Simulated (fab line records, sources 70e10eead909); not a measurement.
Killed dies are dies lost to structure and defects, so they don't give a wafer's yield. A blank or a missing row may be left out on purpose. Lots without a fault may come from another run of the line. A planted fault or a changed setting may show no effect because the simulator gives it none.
Chamber matching | flow nand_harc | NHARC_A_DECK1_JOINT_CMP_02 on cmp-01: 4 sister chambers
The step polishes SiOx. 4 wafers are shown with their chamber, then 7 later ones without.

WAFERS WITH THEIR CHAMBER
wafer  | chamber | motor_current_A (A)
L082.6 | 2       | 14.3
L081.3 | 0       | 12.8
L088.1 | 3       | 10.6
L088.5 | 1       | 13.8

WAFERS WITHOUT THEIR CHAMBER
wafer  | motor_current_A (A)
L088.6 | 12.7
L087.2 | 11.7
L087.4 | 13.0
L087.5 | 10.7
L092.1 | 13.0
L092.2 | 12.2
L092.4 | 13.6

WHICH CHAMBER EACH WENT THROUGH
wafer  | from the rows above          | in truth
L088.6 | 0                            | 0
L087.2 | can't be placed: 3 or 0      | 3
L087.4 | can't be placed: 0 or 1      | 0
L087.5 | 3                            | 3
L092.1 | can't be placed: 0 or 1      | 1
L092.2 | 0                            | 0
L092.4 | can't be placed: 1 or 2 or 0 | 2
Placed correctly: 3 of 7. Can't be placed from these rows: 4 (the true chamber is among the candidates in 4). Placed wrongly: 0.
How it was worked out, from the rows above alone: a wafer's distance from a chamber is the root of the sum, over the readings, of the square of ((its reading less the chamber's mean) divided by the reading's scatter). The wafer belongs to the nearest chamber; if the next one is less than 2 further off, it can't be placed. A chamber's mean is the mean of its shown wafers. The scatter: with one shown wafer a chamber, the root of the mean of the squares of how far each hidden wafer lies from its nearest shown one.
